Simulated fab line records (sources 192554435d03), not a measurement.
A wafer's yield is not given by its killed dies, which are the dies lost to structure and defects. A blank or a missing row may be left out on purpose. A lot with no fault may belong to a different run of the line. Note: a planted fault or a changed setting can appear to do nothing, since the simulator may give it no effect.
Lot-split experiment / flow n5 finfet / 39 wafers read across 7 lots, on a route 1938 steps long

ABOUT THE SPLIT
At N5_HKMG_FIN_ETCH_32 (etches SOC in N2/H2, target depth 240 nm, time 300 s), the setting target depth a was moved away from the recipe's 2400 angstrom on 15 of the 39 wafers read, by -12.1% to +9.6%. All remaining wafers had this setting at the recipe value.

The split's own step is where the reading is taken.

THE READING
SiARC_of_HKMG_FIN_COAT_30.thk nm (the simulator's own value, which no gauge read), in nm, at N5_HKMG_FIN_ETCH_32 (etches SOC in N2/H2, target depth 240 nm, time 300 s). The file gives no usual value for it. The 24 wafers here that ran the recipe average 21.1 nm, standard deviation 0.5 nm.

wafer=L075.1; tool, chamber at the split=rie diel-03, 2; target depth a as run, angstrom=2400; against the recipe=recipe; SiARC_of_HKMG_FIN_COAT_30.thk nm, nm=20.2; against lot-mates on the recipe=-
wafer=L075.2; tool, chamber at the split=rie diel-03, 3; target depth a as run, angstrom=2400; against the recipe=recipe; SiARC_of_HKMG_FIN_COAT_30.thk nm, nm=21.2; against lot-mates on the recipe=-
wafer=L075.3; tool, chamber at the split=rie diel-03, 0; target depth a as run, angstrom=2144; against the recipe=-10.7%; SiARC_of_HKMG_FIN_COAT_30.thk nm, nm=23; against lot-mates on the recipe=+2.5
wafer=L075.4; tool, chamber at the split=rie diel-03, 0; target depth a as run, angstrom=2144; against the recipe=-10.7%; SiARC_of_HKMG_FIN_COAT_30.thk nm, nm=23; against lot-mates on the recipe=+2.5
wafer=L075.5; tool, chamber at the split=rie diel-03, 3; target depth a as run, angstrom=2144; against the recipe=-10.7%; SiARC_of_HKMG_FIN_COAT_30.thk nm, nm=22.4; against lot-mates on the recipe=+1.9
wafer=L075.6; tool, chamber at the split=rie diel-03, 2; target depth a as run, angstrom=2400; against the recipe=recipe; SiARC_of_HKMG_FIN_COAT_30.thk nm, nm=20.2; against lot-mates on the recipe=-
wafer=L076.1; tool, chamber at the split=rie diel-05, 0; target depth a as run, angstrom=2285; against the recipe=-4.8%; SiARC_of_HKMG_FIN_COAT_30.thk nm, nm=22; against lot-mates on the recipe=+0.8
wafer=L076.2; tool, chamber at the split=rie diel-05, 1; target depth a as run, angstrom=2400; against the recipe=recipe; SiARC_of_HKMG_FIN_COAT_30.thk nm, nm=21.2; against lot-mates on the recipe=-
wafer=L076.3; tool, chamber at the split=rie diel-05, 2; target depth a as run, angstrom=2285; against the recipe=-4.8%; SiARC_of_HKMG_FIN_COAT_30.thk nm, nm=22.4; against lot-mates on the recipe=+1.2
wafer=L076.4; tool, chamber at the split=rie diel-05, 3; target depth a as run, angstrom=2400; against the recipe=recipe; SiARC_of_HKMG_FIN_COAT_30.thk nm, nm=21; against lot-mates on the recipe=-
wafer=L076.5; tool, chamber at the split=rie diel-05, 3; target depth a as run, angstrom=2285; against the recipe=-4.8%; SiARC_of_HKMG_FIN_COAT_30.thk nm, nm=21.8; against lot-mates on the recipe=+0.6
wafer=L076.6; tool, chamber at the split=rie diel-05, 0; target depth a as run, angstrom=2400; against the recipe=recipe; SiARC_of_HKMG_FIN_COAT_30.thk nm, nm=21.4; against lot-mates on the recipe=-
wafer=L078.1; tool, chamber at the split=rie diel-05, 3; target depth a as run, angstrom=2290; against the recipe=-4.6%; SiARC_of_HKMG_FIN_COAT_30.thk nm, nm=21.8; against lot-mates on the recipe=+0.2
wafer=L078.2; tool, chamber at the split=rie diel-05, 2; target depth a as run, angstrom=2400; against the recipe=recipe; SiARC_of_HKMG_FIN_COAT_30.thk nm, nm=21.8; against lot-mates on the recipe=-
wafer=L078.3; tool, chamber at the split=rie diel-05, 0; target depth a as run, angstrom=2290; against the recipe=-4.6%; SiARC_of_HKMG_FIN_COAT_30.thk nm, nm=22; against lot-mates on the recipe=+0.4
wafer=L078.4; tool, chamber at the split=rie diel-05, 1; target depth a as run, angstrom=2290; against the recipe=-4.6%; SiARC_of_HKMG_FIN_COAT_30.thk nm, nm=21.8; against lot-mates on the recipe=+0.2
wafer=L078.5; tool, chamber at the split=rie diel-05, 2; target depth a as run, angstrom=2400; against the recipe=recipe; SiARC_of_HKMG_FIN_COAT_30.thk nm, nm=21.8; against lot-mates on the recipe=-
wafer=L078.6; tool, chamber at the split=rie diel-05, 1; target depth a as run, angstrom=2400; against the recipe=recipe; SiARC_of_HKMG_FIN_COAT_30.thk nm, nm=21.2; against lot-mates on the recipe=-
wafer=L081.1; tool, chamber at the split=rie diel-01, 2; target depth a as run, angstrom=2400; against the recipe=recipe; SiARC_of_HKMG_FIN_COAT_30.thk nm, nm=21.2; against lot-mates on the recipe=-
wafer=L081.2; tool, chamber at the split=rie diel-01, 3; target depth a as run, angstrom=2631; against the recipe=+9.6%; SiARC_of_HKMG_FIN_COAT_30.thk nm, nm=19; against lot-mates on the recipe=-1.5
wafer=L081.3; tool, chamber at the split=rie diel-01, 1; target depth a as run, angstrom=2400; against the recipe=recipe; SiARC_of_HKMG_FIN_COAT_30.thk nm, nm=20; against lot-mates on the recipe=-
wafer=L081.4; tool, chamber at the split=rie diel-01, 0; target depth a as run, angstrom=2400; against the recipe=recipe; SiARC_of_HKMG_FIN_COAT_30.thk nm, nm=20.2; against lot-mates on the recipe=-
wafer=L081.5; tool, chamber at the split=rie diel-01, 0; target depth a as run, angstrom=2631; against the recipe=+9.6%; SiARC_of_HKMG_FIN_COAT_30.thk nm, nm=19; against lot-mates on the recipe=-1.5
wafer=L081.6; tool, chamber at the split=rie diel-01, 1; target depth a as run, angstrom=2631; against the recipe=+9.6%; SiARC_of_HKMG_FIN_COAT_30.thk nm, nm=18.8; against lot-mates on the recipe=-1.7
wafer=L082.1; tool, chamber at the split=rie diel-05, 1; target depth a as run, angstrom=2400; against the recipe=recipe; SiARC_of_HKMG_FIN_COAT_30.thk nm, nm=21.2; against lot-mates on the recipe=-
wafer=L082.2; tool, chamber at the split=rie diel-05, 2; target depth a as run, angstrom=2109; against the recipe=-12.1%; SiARC_of_HKMG_FIN_COAT_30.thk nm, nm=23.2; against lot-mates on the recipe=+2.0
wafer=L082.3; tool, chamber at the split=rie diel-05, 3; target depth a as run, angstrom=2109; against the recipe=-12.1%; SiARC_of_HKMG_FIN_COAT_30.thk nm, nm=22.8; against lot-mates on the recipe=+1.6
wafer=L082.4; tool, chamber at the split=rie diel-05, 2; target depth a as run, angstrom=2109; against the recipe=-12.1%; SiARC_of_HKMG_FIN_COAT_30.thk nm, nm=23.4; against lot-mates on the recipe=+2.2
wafer=L082.5; tool, chamber at the split=rie diel-05, 1; target depth a as run, angstrom=2400; against the recipe=recipe; SiARC_of_HKMG_FIN_COAT_30.thk nm, nm=21.2; against lot-mates on the recipe=-
wafer=L082.6; tool, chamber at the split=rie diel-05, 3; target depth a as run, angstrom=2400; against the recipe=recipe; SiARC_of_HKMG_FIN_COAT_30.thk nm, nm=21.2; against lot-mates on the recipe=-
wafer=L085.2; tool, chamber at the split=rie diel-05, 2; target depth a as run, angstrom=2400; against the recipe=recipe; SiARC_of_HKMG_FIN_COAT_30.thk nm, nm=21.6; against lot-mates on the recipe=-
wafer=L085.5; tool, chamber at the split=rie diel-05, 3; target depth a as run, angstrom=2400; against the recipe=recipe; SiARC_of_HKMG_FIN_COAT_30.thk nm, nm=21.2; against lot-mates on the recipe=-
wafer=L085.6; tool, chamber at the split=rie diel-05, 2; target depth a as run, angstrom=2400; against the recipe=recipe; SiARC_of_HKMG_FIN_COAT_30.thk nm, nm=21.8; against lot-mates on the recipe=-
wafer=L086.1; tool, chamber at the split=rie diel-01, 3; target depth a as run, angstrom=2400; against the recipe=recipe; SiARC_of_HKMG_FIN_COAT_30.thk nm, nm=21; against lot-mates on the recipe=-
wafer=L086.2; tool, chamber at the split=rie diel-01, 0; target depth a as run, angstrom=2400; against the recipe=recipe; SiARC_of_HKMG_FIN_COAT_30.thk nm, nm=20.8; against lot-mates on the recipe=-
wafer=L086.3; tool, chamber at the split=rie diel-01, 2; target depth a as run, angstrom=2400; against the recipe=recipe; SiARC_of_HKMG_FIN_COAT_30.thk nm, nm=21.4; against lot-mates on the recipe=-
wafer=L086.4; tool, chamber at the split=rie diel-01, 1; target depth a as run, angstrom=2400; against the recipe=recipe; SiARC_of_HKMG_FIN_COAT_30.thk nm, nm=20.6; against lot-mates on the recipe=-
wafer=L086.5; tool, chamber at the split=rie diel-01, 0; target depth a as run, angstrom=2400; against the recipe=recipe; SiARC_of_HKMG_FIN_COAT_30.thk nm, nm=21; against lot-mates on the recipe=-
wafer=L086.6; tool, chamber at the split=rie diel-01, 3; target depth a as run, angstrom=2400; against the recipe=recipe; SiARC_of_HKMG_FIN_COAT_30.thk nm, nm=21; against lot-mates on the recipe=-

THE FIT
A straight line over all 39 wafers: SiARC_of_HKMG_FIN_COAT_30.thk nm changes by -0.186 nm for each +1% of target depth a; r = -0.92; the points scatter about the line by 0.44 nm.
The same after taking each lot's own level away (the mean of its wafers on the recipe; 39 wafers): -0.171 nm for each +1%; r = -0.93; scatter 0.35 nm.
Per that fit: largest target depth a move, reading shift of 2.1 nm.
Across the lots, their own levels run from 20.47 to 21.60 nm, a range of 2.3 times the standard deviation given above.
So the lot-to-lot level changes the slope little: the two slopes agree.
Check: with one of the wafers moved furthest among these (-12.1%) left out of the fit, the line predicts +2.08 nm for it against its lot-mates. It came out at +2 nm against them.

THE WHOLE CHAIN: every reading that the file lists as answering this split, in the file's order
step=N5_HKMG_FIN_ETCH_32; what it does=etches SOC in N2/H2, target depth 240 nm, time 300 s; reading=etch.depth nm (the simulator's own value, which no gauge read); change (the file's fit)=+2.93 nm for each +1% of the setting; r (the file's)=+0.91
step=N5_HKMG_FIN_ETCH_32; what it does=etches SOC in N2/H2, target depth 240 nm, time 300 s; reading=HKMG_FIN.feature depth nm (the simulator's own value, which no gauge read); change (the file's fit)=+2.93 nm for each +1% of the setting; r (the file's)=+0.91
step=N5_HKMG_FIN_ETCH_32; what it does=etches SOC in N2/H2, target depth 240 nm, time 300 s; reading=SiARC_of_HKMG_FIN_COAT_30.thk nm (the simulator's own value, which no gauge read); change (the file's fit)=-0.17 nm for each +1% of the setting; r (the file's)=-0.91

FILE'S OWN FIT
SiARC_of_HKMG_FIN_COAT_30.thk nm changes by -0.17 nm for each +1% of target depth a, r = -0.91.
